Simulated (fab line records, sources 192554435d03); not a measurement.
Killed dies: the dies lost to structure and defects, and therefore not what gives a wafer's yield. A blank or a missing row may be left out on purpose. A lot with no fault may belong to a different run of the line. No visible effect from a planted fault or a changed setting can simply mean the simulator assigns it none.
Which tool did it?	flow n5Finfet	at 1 step of a route of 1938, 24 lots with 72 wafers sampled

== WHAT EACH GAUGE READ, for each wafer ==
N5_BEOL_M2_OVL_MEAS_12. Usual: for M2_OVL the level is -0.2 nm and the standard deviation is 0.66.
lot	measured	on	M2_OVL (nm)	flag
L074	day 6 16:23	overlay-02	0.3 -0.1 -1.1	
L075	day 6 20:08	overlay-02	-0.4 0.5 1.1	
L077	day 7 04:25	overlay-01	-0.5 0.5 0.5	
L076	day 7 04:35	overlay-01	-0.4 -0.8 0.1	
L078	day 7 14:10	overlay-01	0.4 0.9 -0.1	
L079	day 7 23:56	overlay-02	0.0 -0.7 -0.2	
L080	day 8 08:07	overlay-01	-0.8 -2.2 -1.4	
L082	day 8 22:02	overlay-01	-0.1 -0.8 -0.3	
L081	day 9 02:27	overlay-01	-0.3 -0.2 -0.8	
L083	day 9 08:32	overlay-02	-0.8 0.3 0.2	
L084	day 9 08:35	overlay-01	0.3 0.1 0.2	
L086	day 9 16:31	overlay-02	0.3 -0.6 -0.1	
L085	day 9 18:17	overlay-02	0.8 -0.2 0.4	
L088	day 10 01:40	overlay-01	-0.5 0.2 -0.3	
L087	day 10 05:32	overlay-01	-1.2 -1.3 -0.3	
L089	day 10 08:38	overlay-01	0.8 -1.4 -0.2	
L090	day 10 11:22	overlay-02	-0.6 -1.4 -0.7	
L091	day 10 14:52	overlay-01	0.5 -0.3 0.3	
L092	day 10 19:43	overlay-02	-0.2 -0.2 -1.0	
L093	day 11 12:33	overlay-01	0.3 0.1 0.5	
L094	day 12 04:48	overlay-01	-0.4 -0.9 -0.6	
L095	day 12 10:40	overlay-02	0.5 1.1 0.5	
L097	day 12 12:36	overlay-02	0.1 -0.3 0.2	
L096	day 12 17:28	overlay-01	-0.8 -0.9 -2.1	

== EACH LOT AND THE TOOL THAT RAN IT (in order: tool; ch and the chambers of the sampled wafers; start) ==
No process step before these readings appears in the record.

== AS READ BY THE TOOLS THEMSELVES (means over the sampled wafers that have a number; for cases with no such wafer, the mark the record gives instead) ==
The record holds no such reading with a usual standard deviation.

== THE ANSWER, worked out from the rows above alone ==
Rule: a lot counts as off when the mean over its wafers that have a number is more than 3 standard deviations away from the usual mean. A lot without any number at a reading at which 4 lots or more have one is off too. Where the step has rows for the other lots, those lots are counted as sound. First the gauges in route order, then the tools' own readings, where a lot's mean is used as printed above. At the first step where some lot is off, the reading lying furthest off is the one used; lots without a number count as furthest.
Across all readings shown, no lot is off: no conclusion can be drawn from this.

== WHAT THE SIMULATOR HAD PUT IN ==
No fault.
